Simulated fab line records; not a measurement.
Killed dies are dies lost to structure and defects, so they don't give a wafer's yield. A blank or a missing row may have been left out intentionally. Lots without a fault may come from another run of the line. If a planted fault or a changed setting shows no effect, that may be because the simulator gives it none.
Which of the tools did it? | flow n5_finfet | 24 lots, 72 wafers sampled, at 4 steps of a route of 1938

== WHAT EACH GAUGE READ, for each wafer ==
N5_FIN_SAQP_OCD_MEAS_76. Usual: trench_depth_nm at 121.6 nm, with a standard deviation of 2.
lot  | measured    | on     | trench_depth_nm (nm) | flag
L074 | day 2 03:35 | ocd-02 | 120.8 122.4 124.8    |
L075 | day 2 09:35 | ocd-02 | 122.9 119.3 123.7    |
L076 | day 2 16:01 | ocd-02 | 120.2 123.2 122.7    |
L077 | day 2 19:59 | ocd-01 | 125.1 120.9 126.0    |
L078 | day 3 02:25 | ocd-01 | 118.7 121.0 120.2    |
L079 | day 3 08:16 | ocd-01 | 123.3 121.7 123.9    |
L080 | day 3 14:11 | ocd-01 | 122.8 119.2 120.9    |
L081 | day 3 20:22 | ocd-01 | 122.8 119.9 120.6    |
L082 | day 4 03:38 | ocd-01 | 119.6 121.4 120.7    |
L083 | day 4 10:47 | ocd-01 | 121.8 121.0 117.9    |
L084 | day 4 14:39 | ocd-01 | 123.9 118.8 125.7    |
L085 | day 4 21:24 | ocd-02 | 121.0 118.8 121.1    |
L086 | day 5 04:56 | ocd-02 | 121.6 122.9 121.6    |
L087 | day 5 09:42 | ocd-01 | 121.1 117.9 121.2    |
L088 | day 5 13:56 | ocd-01 | 121.4 123.2 122.0    |
L089 | day 5 20:32 | ocd-02 | 124.2 125.5 120.2    |
L090 | day 6 02:53 | ocd-01 | 120.2 122.4 124.9    |
L091 | day 6 09:13 | ocd-02 | 124.2 125.0 123.5    |
L092 | day 6 15:46 | ocd-01 | 120.6 122.2 120.6    |
L093 | day 6 22:01 | ocd-01 | 124.1 120.4 122.3    |
L094 | day 7 05:10 | ocd-02 | 118.7 121.9 119.2    |
L095 | day 7 09:17 | ocd-02 | 119.4 118.4 119.4    |
L096 | day 7 14:07 | ocd-01 | 120.6 120.6 120.9    |
L097 | day 7 20:17 | ocd-01 | 120.4 119.0 121.0    |

N5_SDB_CD_MEAS_11: the cd target is 50 nm. Usual: cd_nm at 50.2 nm, with a standard deviation of 1.1.
lot  | measured    | on        | cd_nm (nm)     | flag
L074 | day 3 17:28 | cd_sem-03 | 51.6 49.7 50.8 |
L075 | day 4 01:14 | cd_sem-03 | 49.0 50.8 48.7 |
L076 | day 4 07:10 | cd_sem-03 | 49.0 50.3 49.3 |
L077 | day 4 14:16 | cd_sem-01 | 49.0 51.2 51.4 |
L078 | day 4 19:44 | cd_sem-01 | 49.2 51.4 49.6 |
L079 | day 5 01:25 | cd_sem-03 | 51.9 50.7 52.9 |
L080 | day 5 04:52 | cd_sem-03 | 50.4 50.8 49.4 |
L081 | day 5 12:34 | cd_sem-03 | 49.5 47.9 49.0 |
L082 | day 5 18:28 | cd_sem-02 | 50.8 51.0 50.9 |
L083 | day 6 00:44 | cd_sem-01 | 49.9 50.8 50.6 |
L084 | day 6 09:03 | cd_sem-01 | 49.1 50.1 48.2 |
L085 | day 6 12:33 | cd_sem-03 | 49.7 50.2 50.9 |
L086 | day 6 22:41 | cd_sem-01 | 48.5 49.0 49.6 |
L087 | day 7 00:38 | cd_sem-03 | 47.8 50.0 48.7 |
L088 | day 7 05:26 | cd_sem-01 | 51.7 49.9 53.2 |
L089 | day 7 11:22 | cd_sem-03 | 49.0 51.3 50.7 |
L090 | day 7 20:10 | cd_sem-03 | 49.5 49.3 49.7 |
L091 | day 8 02:26 | cd_sem-03 | 49.3 50.9 52.3 |
L092 | day 8 08:28 | cd_sem-02 | 51.5 49.8 50.1 |
L093 | day 8 11:47 | cd_sem-01 | 50.5 51.8 49.1 |
L094 | day 8 22:04 | cd_sem-03 | 51.9 50.4 52.4 |
L095 | day 9 01:30 | cd_sem-02 | 50.5 49.6 50.0 |
L096 | day 9 05:22 | cd_sem-02 | 51.0 51.3 49.3 |
L097 | day 9 13:18 | cd_sem-03 | 50.2 50.6 49.2 |

== WHAT TOOL EACH LOT RAN ON (gives the tool, then ch and the chambers of the sampled wafers, and finally the start) ==
lot  | N5_ILD0_ALD_15                   | N5_SDB_HM_DEP_00
L074 | ald_sin-04 ch 0,2, day 3 14:27   | pecvd-02 ch 0,1,2, day 3 17:01
L075 | ald_sin-03 ch 0,1,2, day 3 22:14 | pecvd-04 ch 1,2, day 4 00:47
L076 | ald_sin-01 ch 0,1,3, day 4 04:10 | pecvd-01 ch 0,1,2, day 4 06:43
L077 | ald_sin-04 ch 0,1,3, day 4 11:15 | pecvd-01 ch 0,1,2, day 4 13:49
L078 | ald_sin-04 ch 1,3, day 4 15:31   | pecvd-04 ch 1,2, day 4 18:04
L079 | ald_sin-04 ch 1,2, day 4 22:32   | pecvd-01 ch 0,1,2, day 5 01:06
L080 | ald_sin-04 ch 1,3, day 5 01:52   | pecvd-02 ch 0,2, day 5 04:25
L081 | ald_sin-03 ch 0,1,2, day 5 09:41 | pecvd-02 ch 1,2, day 5 12:14
L082 | ald_sin-04 ch 1,2,3, day 5 15:35 | pecvd-01 ch 0,1,2, day 5 18:08
L083 | ald_sin-01 ch 1,2, day 5 21:52   | pecvd-04 ch 0,1,2, day 6 00:25
L084 | ald_sin-04 ch 0,2,3, day 6 06:03 | pecvd-04 ch 1,2, day 6 08:36
L085 | ald_sin-01 ch 0,2,3, day 6 10:38 | pecvd-02 ch 0,1,2, day 6 12:08
L086 | ald_sin-04 ch 1,2,3, day 6 19:40 | pecvd-02 ch 0,1, day 6 22:14
L087 | ald_sin-01 ch 1,2,3, day 6 21:38 | pecvd-02 ch 0,1,2, day 7 00:11
L088 | ald_sin-04 ch 0,1,2, day 7 02:26 | pecvd-04 ch 0,1,2, day 7 04:59
L089 | ald_sin-03 ch 0,1,2, day 7 08:29 | pecvd-02 ch 0,1,2, day 7 11:02
L090 | ald_sin-01 ch 1,3, day 7 17:09   | pecvd-02 ch 1,2, day 7 19:42
L091 | ald_sin-01 ch 1,2, day 7 23:26   | pecvd-04 ch 1,2, day 8 01:59
L092 | ald_sin-01 ch 0,2, day 8 05:27   | pecvd-01 ch 1,2, day 8 08:01
L093 | ald_sin-03 ch 1,2,3, day 8 08:47 | pecvd-01 ch 0,2, day 8 11:20
L094 | ald_sin-04 ch 0,3, day 8 19:11   | pecvd-01 ch 1,2, day 8 21:44
L095 | ald_sin-04 ch 0,1,3, day 8 22:29 | pecvd-04 ch 0,2, day 9 01:03
L096 | ald_sin-04 ch 0,3, day 9 02:22   | pecvd-01 ch 0,1,2, day 9 04:55
L097 | ald_sin-04 ch 0,2, day 9 10:25   | pecvd-02 ch 1,2, day 9 12:58
- N5_ILD0_ALD_15: deposits SiNx, target thk 24 nm, pulse time 1 s, ald cycles 480.
- N5_SDB_HM_DEP_00: deposits SiNx from SiH4/NH3/N2, target thk 40 nm, time 35.3 s.

== WHAT THE TOOLS THEMSELVES READ (means of the sampled wafers that have a number; where no wafer has one, the mark that the record gives instead) ==
N5_ILD0_ALD_15. Usual: heater_power_w 855 W, standard deviation 130; precursor_pulse_height_rel 1.000, standard deviation 0.018.
lot  | tool       | heater_power_w (W) | precursor_pulse_height_rel | flag
L074 | ald_sin-04 | 808                | 0.997                      |
L075 | ald_sin-03 | 851                | 0.980                      |
L076 | ald_sin-01 | 850                | 1.019                      |
L077 | ald_sin-04 | 950                | 1.003                      |
L078 | ald_sin-04 | 1009               | 0.981                      |
L079 | ald_sin-04 | 957                | 0.980                      |
L080 | ald_sin-04 | 952                | 1.007                      |
L081 | ald_sin-03 | 864                | 1.006                      |
L082 | ald_sin-04 | 882                | 1.017                      |
L083 | ald_sin-01 | 763                | 0.986                      |
L084 | ald_sin-04 | 818                | 0.995                      |
L085 | ald_sin-01 | 805                | 1.006                      |
L086 | ald_sin-04 | 903                | 0.995                      |
L087 | ald_sin-01 | 815                | 1.005                      |
L088 | ald_sin-04 | 892                | 1.003                      |
L089 | ald_sin-03 | 890                | 1.010                      |
L090 | ald_sin-01 | 862                | 0.996                      |
L091 | ald_sin-01 | 762                | 1.000                      |
L092 | ald_sin-01 | 789                | 1.018                      |
L093 | ald_sin-03 | 822                | 1.006                      |
L094 | ald_sin-04 | 895                | 1.001                      |
L095 | ald_sin-04 | 948                | 1.025                      |
L096 | ald_sin-04 | 890                | 0.995                      |
L097 | ald_sin-04 | 816                | 1.013                      |

N5_SDB_HM_DEP_00. Usual: heater_power_w 766 W, standard deviation 83; rf_fwd_power_W 297.6 W, standard deviation 1.3; showerhead_plenum_p_Torr 5.10 Torr, standard deviation 0.078; throttle_valve_pct 40.3 %, standard deviation 2.1.
lot  | tool     | heater_power_w (W) | rf_fwd_power_W (W) | showerhead_plenum_p_Torr (Torr) | throttle_valve_pct (%) | flag
L074 | pecvd-02 | 736                | 297.8              | 5.12                            | 39.5                   |
L075 | pecvd-04 | 812                | 297.3              | 5.15                            | 39.6                   |
L076 | pecvd-01 | 770                | 297.2              | 5.03                            | 41.6                   |
L077 | pecvd-01 | 778                | 296.8              | 5.03                            | 41.4                   |
L078 | pecvd-04 | 888                | 297.4              | 5.11                            | 38.6                   |
L079 | pecvd-01 | 777                | 297.7              | 5.03                            | 41.4                   |
L080 | pecvd-02 | 723                | 298.1              | 5.15                            | 40.7                   |
L081 | pecvd-02 | 710                | 297.3              | 5.10                            | 38.1                   |
L082 | pecvd-01 | 740                | 297.4              | 5.04                            | 41.5                   |
L083 | pecvd-04 | 843                | 297.3              | 5.15                            | 39.6                   |
L084 | pecvd-04 | 823                | 297.7              | 5.16                            | 39.8                   |
L085 | pecvd-02 | 720                | 298.3              | 5.12                            | 39.8                   |
L086 | pecvd-02 | 814                | 298.8              | 5.15                            | 41.3                   |
L087 | pecvd-02 | 734                | 297.9              | 5.13                            | 39.8                   |
L088 | pecvd-04 | 823                | 296.1              | 5.15                            | 39.6                   |
L089 | pecvd-02 | 736                | 298.3              | 5.13                            | 39.8                   |
L090 | pecvd-02 | 691                | 298.2              | 5.12                            | 38.3                   |
L091 | pecvd-04 | 795                | 296.8              | 5.11                            | 38.9                   |
L092 | pecvd-01 | 766                | 296.0              | 5.03                            | 42.6                   |
L093 | pecvd-01 | 740                | 297.6              | 5.07                            | 40.5                   |
L094 | pecvd-01 | 675                | 297.9              | 4.98                            | 43.4                   |
L095 | pecvd-04 | 839                | 297.5              | 5.15                            | 39.3                   |
L096 | pecvd-01 | 766                | 298.0              | 5.03                            | 41.6                   |
L097 | pecvd-02 | 736                | 298.1              | 5.11                            | 38.7                   |

== THE ANSWER, worked out from the rows above alone ==
Rule: a lot is off if the mean of its wafers that have a number lies more than 3 standard deviations from the usual mean. Also off: a lot with no number at a reading for which 4 or more lots have one. The other lots that the step has rows for count as sound. The gauges are gone through in route order, then the tools' own readings, and for those a lot's mean is taken as printed above. The first step at which some lot is off is used, and at that step the reading that is off furthest; a lot without a number counts as furthest.
None of the lots is off at any reading shown; this tells nothing.

== WHAT HAD BEEN PUT IN BY THE SIMULATOR ==
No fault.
